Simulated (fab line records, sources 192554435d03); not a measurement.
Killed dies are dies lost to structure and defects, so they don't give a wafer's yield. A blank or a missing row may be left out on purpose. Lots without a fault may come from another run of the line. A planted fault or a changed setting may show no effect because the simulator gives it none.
Which tool did it? | flow n5_finfet | 10 lots, 30 wafers sampled, at 5 steps of a route of 1938

WHAT THE GAUGES READ, wafer by wafer
N5_HKMG_FIN_CD_MEAS_49: target cd 202 nm. Usual: cd_nm 202.0 nm, standard deviation 0.55.
lot  | measured    | on        | cd_nm (nm)        | flag
L333 | day 4 02:37 | cd_sem-01 | 202.0 202.3 201.7 |
L334 | day 4 05:35 | cd_sem-02 | 202.0 201.8 202.2 |
L335 | day 4 10:30 | cd_sem-03 | 201.8 201.8 201.3 |
L339 | day 5 14:08 | cd_sem-02 | 202.1 201.9 202.2 |
L341 | day 5 23:57 | cd_sem-01 | 202.2 202.2 202.3 |
L347 | day 7 11:30 | cd_sem-03 | 201.6 201.4 200.8 |
L351 | day 8 11:52 | cd_sem-01 | 203.1 202.9 202.4 |
L353 | day 9 04:07 | cd_sem-03 | 202.7 201.8 202.1 |
L354 | day 9 04:58 | cd_sem-01 | 202.7 202.5 202.2 |
L355 | day 9 13:15 | cd_sem-01 | 201.8 201.3 202.0 |

N5_BEOL_M4_RC_MEAS_101. Usual: DIBL_N 36.5 mV/V, standard deviation 1.4; DIBL_P 36.5 mV/V, standard deviation 1.6; IOFF_N 0.163 nA/um, standard deviation 0.022; IOFF_P 0.219 nA/um, standard deviation 0.029; ION_N 675 uA/um, standard deviation 8.3; ION_P 464 uA/um, standard deviation 6.2; SS_N 71.5 mV/dec, standard deviation 0.52; SS_P 73.4 mV/dec, standard deviation 0.57; VT_N 249.7 mV, standard deviation 2.6; VT_P -250 mV, standard deviation 3.
lot  | measured     | on        | DIBL_N (mV/V)  | DIBL_P (mV/V)  | IOFF_N (nA/um)    | IOFF_P (nA/um)    | ION_N (uA/um) | ION_P (uA/um) | SS_N (mV/dec)  | SS_P (mV/dec)  | VT_N (mV)         | VT_P (mV)      | flag
L333 | day 7 20:59  | prober-02 | 35.8 38.3 36.7 | 35.3 37.5 37.0 | 0.140 0.177 0.152 | 0.185 0.224 0.201 | 661 671 670   | 459 462 465   | 71.2 72.1 71.2 | 72.5 73.1 72.9 | 250.8 248.6 249.0 | -250 -247 -249 |
L334 | day 8 03:10  | prober-01 | 38.3 36.7 36.8 | 37.0 34.9 34.5 | 0.170 0.139 0.136 | 0.252 0.215 0.199 | 673 661 669   | 472 462 468   | 71.9 71.2 70.9 | 73.3 73.9 73.2 | 252.2 254.3 253.8 | -249 -248 -249 |
L335 | day 8 15:29  | prober-01 | 37.4 34.2 36.5 | 38.1 34.8 38.0 | 0.189 0.134 0.174 | 0.216 0.174 0.213 | 673 666 676   | 455 453 461   | 72.7 71.4 72.3 | 73.7 73.3 73.4 | 247.7 251.4 250.6 | -251 -255 -251 |
L339 | day 9 16:14  | prober-02 | 33.4 35.9 33.5 | 33.0 36.4 33.4 | 0.120 0.169 0.123 | 0.162 0.212 0.164 | 675 688 666   | 459 473 457   | 71.2 72.3 71.3 | 72.3 73.6 72.5 | 252.0 247.8 251.7 | -251 -249 -254 |
L341 | day 9 22:42  | prober-01 | 33.8 36.2 35.3 | 32.7 35.5 34.8 | 0.120 0.155 0.140 | 0.196 0.244 0.230 | 666 671 676   | 468 464 472   | 71.6 71.3 71.5 | 72.4 73.1 72.8 | 251.9 249.2 250.8 | -247 -247 -248 |
L347 | day 11 18:43 | prober-02 | 34.4 35.7 35.8 | 35.2 37.0 36.9 | 0.136 0.159 0.158 | 0.204 0.217 0.223 | 666 682 670   | 464 461 466   | 71.6 71.2 71.7 | 73.7 73.5 73.5 | 253.6 253.2 249.6 | -250 -250 -249 |
L351 | day 12 19:00 | prober-01 | 37.9 38.4 39.1 | 38.8 39.5 39.8 | 0.177 0.187 0.197 | 0.227 0.243 0.247 | 684 682 685   | 464 465 468   | 71.6 71.8 71.8 | 73.8 74.3 74.1 | 247.7 247.3 247.4 | -250 -249 -246 |
L353 | day 13 02:41 | prober-02 | 38.5 38.7 38.1 | 38.0 37.9 37.6 | 0.175 0.184 0.174 | 0.240 0.244 0.248 | 681 666 685   | 464 460 471   | 71.3 71.4 71.4 | 74.3 74.3 74.0 | 250.5 248.6 247.6 | -247 -248 -247 |
L354 | day 13 10:22 | prober-01 | 35.9 34.6 36.0 | 37.2 35.2 37.6 | 0.158 0.136 0.166 | 0.203 0.166 0.203 | 675 668 682   | 467 458 463   | 71.4 70.9 71.8 | 73.2 73.3 73.5 | 251.6 251.9 249.8 | -253 -258 -252 |
L355 | day 13 22:22 | prober-02 | 35.7 33.3 35.0 | 37.9 34.6 36.6 | 0.170 0.127 0.151 | 0.230 0.184 0.217 | 681 675 675   | 472 467 465   | 72.5 71.0 71.1 | 73.4 72.6 73.3 | 250.1 252.1 250.0 | -248 -251 -249 |

WHICH TOOL RAN EACH LOT (tool, then ch and the chambers of the sampled wafers, then the start)
lot  | N5_HKMG_FIN_HK_ALD_01           | N5_HKMG_FIN_ALD_75              | N5_HKMG_FIN_ALD_79
L333 | ald_hk-02 ch 1,3, day 4 01:22   | ald_hk-01 ch 0,1,3, day 4 02:09 | ald_metal-01 ch 0,1,2, day 4 04:04
L334 | ald_hk-02 ch 1,2,3, day 4 04:17 | ald_hk-01 ch 1,2,3, day 4 05:15 | ald_metal-03 ch 0,1,2, day 4 07:02
L335 | ald_hk-03 ch 0,2, day 4 09:25   | ald_hk-02 ch 1,2, day 4 09:58   | ald_metal-03 ch 1,2,3, day 4 12:09
L339 | ald_hk-01 ch 2,3, day 5 13:11   | ald_hk-03 ch 1,2, day 5 13:40   | ald_metal-01 ch 0,1,3, day 5 15:35
L341 | ald_hk-01 ch 0,1,2, day 5 23:01 | ald_hk-02 ch 0,2,3, day 5 23:29 | ald_metal-01 ch 0,1,3, day 6 01:25
L347 | ald_hk-03 ch 1,2,3, day 7 10:33 | ald_hk-02 ch 1,3, day 7 11:02   | ald_metal-01 ch 0,1,2, day 7 12:58
L351 | ald_hk-03 ch 0,1,2, day 8 10:53 | ald_hk-01 ch 1,2, day 8 11:23   | ald_metal-03 ch 0,1,2, day 8 13:33
L353 | ald_hk-02 ch 2,3, day 9 03:17   | ald_hk-03 ch 0,3, day 9 03:46   | ald_metal-03 ch 0,3, day 9 05:34
L354 | ald_hk-02 ch 0,2,3, day 9 04:08 | ald_hk-03 ch 0,1,2, day 9 04:37 | ald_metal-03 ch 0,3, day 9 06:25
L355 | ald_hk-02 ch 0,1,2, day 9 12:19 | ald_hk-01 ch 0,2,3, day 9 12:47 | ald_metal-04 ch 0,1,2, day 9 14:43
- N5_HKMG_FIN_HK_ALD_01: deposits HfO2, target thk 1.6 nm, pulse time 3 s, purge time 3 s.
- N5_HKMG_FIN_ALD_75: deposits Al2O3, target thk 1 nm, co reactant pulse time 1 s.
- N5_HKMG_FIN_ALD_79: deposits TiN, target thk 1.5 nm, pulse time 1 s, purge time 3 s.

WHAT THE TOOLS THEMSELVES READ (means of the sampled wafers that have a number; where no wafer has one, the mark that the record gives instead)
N5_HKMG_FIN_HK_ALD_01. Usual: precursor_pulse_height_rel 0.997, standard deviation 0.019.
lot  | tool      | precursor_pulse_height_rel | flag
L333 | ald_hk-02 | 0.989                      |
L334 | ald_hk-02 | 1.002                      |
L335 | ald_hk-03 | 1.009                      |
L339 | ald_hk-01 | 0.968                      |
L341 | ald_hk-01 | 0.989                      |
L347 | ald_hk-03 | 0.991                      |
L351 | ald_hk-03 | 0.985                      |
L353 | ald_hk-02 | 1.012                      |
L354 | ald_hk-02 | 0.979                      |
L355 | ald_hk-02 | 0.996                      |

N5_HKMG_FIN_ALD_75. Usual: heater_power_w 151 W, standard deviation 15; precursor_pulse_height_rel 1.000, standard deviation 0.022.
lot  | tool      | heater_power_w (W) | precursor_pulse_height_rel | flag
L333 | ald_hk-01 | 139                | 1.008                      |
L334 | ald_hk-01 | 143                | 1.002                      |
L335 | ald_hk-02 | 150                | 1.031                      |
L339 | ald_hk-03 | 164                | 0.991                      |
L341 | ald_hk-02 | 150                | 1.000                      |
L347 | ald_hk-02 | 167                | 0.985                      |
L351 | ald_hk-01 | 149                | 0.996                      |
L353 | ald_hk-03 | 144                | 0.999                      |
L354 | ald_hk-03 | 156                | 0.991                      |
L355 | ald_hk-01 | 143                | 0.987                      |

N5_HKMG_FIN_ALD_79. Usual: heater_power_w 893 W, standard deviation 99; precursor_pulse_height_rel 1.000, standard deviation 0.023.
lot  | tool         | heater_power_w (W) | precursor_pulse_height_rel | flag
L333 | ald_metal-01 | 974                | 0.996                      |
L334 | ald_metal-03 | 914                | 1.000                      |
L335 | ald_metal-03 | 864                | 0.994                      |
L339 | ald_metal-01 | 931                | 1.010                      |
L341 | ald_metal-01 | 921                | 0.994                      |
L347 | ald_metal-01 | 954                | 0.992                      |
L351 | ald_metal-03 | 916                | 1.005                      |
L353 | ald_metal-03 | 828                | 0.997                      |
L354 | ald_metal-03 | 823                | 1.017                      |
L355 | ald_metal-04 | 904                | 0.967                      |

THE ANSWER, worked out from the rows above alone
Rule: a lot is off if the mean of its wafers that have a number lies more than 3 standard deviations from the usual mean. A lot without any number at a reading at which 4 lots or more have one is off too. The other lots that the step has rows for count as sound. The gauges are gone through in route order, then the tools' own readings, and for those a lot's mean is taken as printed above. The first step at which some lot is off is used, and at that step the reading that is off furthest; a lot without a number counts as furthest.
No lot is off at any reading shown: from this, nothing can be told.

WHAT THE SIMULATOR HAD PUT IN
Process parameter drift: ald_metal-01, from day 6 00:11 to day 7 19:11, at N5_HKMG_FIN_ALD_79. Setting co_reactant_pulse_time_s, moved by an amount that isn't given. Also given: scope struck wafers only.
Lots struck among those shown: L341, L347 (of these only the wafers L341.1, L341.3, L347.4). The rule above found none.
